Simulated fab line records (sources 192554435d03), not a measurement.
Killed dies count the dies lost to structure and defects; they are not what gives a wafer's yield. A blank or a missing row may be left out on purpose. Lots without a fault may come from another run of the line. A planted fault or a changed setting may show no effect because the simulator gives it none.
Matching of chambers    flow n5-finfet    rie-diel-06 running N5_SDB_DESCUM_16: 4 sister chambers
The step chemistry O2, time 7.9 s. 16 wafers are shown with their chamber, then 8 later ones without.

WAFERS WITH THEIR CHAMBER
wafer   chamber  drypump-motor-current-A (A)  showerhead-plenum-p-Torr (Torr)  oes-product-au (a.u.)
L074.1  0        4.9                          2.00                             0.74
L074.4  0        4.9                          1.99                             0.73
L074.5  1        5.9                          1.99                             0.70
L076.2  1        5.9                          1.99                             0.69
L076.3  3        6.5                          2.19                             0.76
L076.4  0        4.9                          1.99                             0.72
L079.1  0        4.9                          1.99                             0.72
L079.3  3        6.5                          2.18                             0.76
L079.6  0        4.9                          1.99                             0.72
L087.1  2        6.2                          2.06                             0.96
L087.5  0        4.9                          1.98                             0.71
L087.6  1        5.9                          1.98                             0.70
L089.1  3        6.5                          2.18                             0.73
L089.4  3        6.4                          2.18                             0.73
L089.5  2        6.2                          2.06                             0.94
L091.2  0        4.9                          1.98                             0.71

SIGNATURES (averages over the wafers above)
reading                   chamber 0  chamber 1  chamber 2  chamber 3  scatter within a chamber
drypump-motor-current-A   4.900      5.900      6.200      6.475      0.025
showerhead-plenum-p-Torr  1.9886     1.9867     2.0600     2.1825     0.00597
oes-product-au            0.7214     0.6967     0.9500     0.7450     0.0124
Rule: a wafer lies at a distance from a chamber equal to the root of the sum of squares, over the readings, of (its reading less the chamber's mean, divided by the reading's scatter). The wafer belongs to the nearest chamber; if the next one is less than 2 further off, it can't be placed. The scatter: take each reading less its chamber's mean, square it, sum over the shown wafers, divide by the number of wafers less the number of chambers, and take the root.

WAFERS WITHOUT THEIR CHAMBER
wafer   drypump-motor-current-A (A)  showerhead-plenum-p-Torr (Torr)  oes-product-au (a.u.)
L091.3  6.2                          2.06                             0.93
L091.6  4.9                          1.98                             0.71
L095.2  6.2                          2.05                             0.90
L095.3  4.9                          1.98                             0.70
L095.4  5.9                          2.24                             0.98
L097.3  4.9                          1.98                             0.70
L097.5  5.9                          2.24                             0.95
L097.6  6.2                          2.05                             0.91

THE CHAMBER EACH PASSED THROUGH
wafer    from the rows above       in truth
L091.3   2                         2
L091.6   0                         0
L095.2   2                         2
L095.3   0                         0
L095.4   can't be placed: 3 or 2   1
L097.3   0                         0
L097.5   3                         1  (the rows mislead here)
L097.6   2                         2
Placed correctly: 6 of 8. Not placeable from these rows: 1 (in 0, the candidates include the true chamber). 1 placed wrongly.
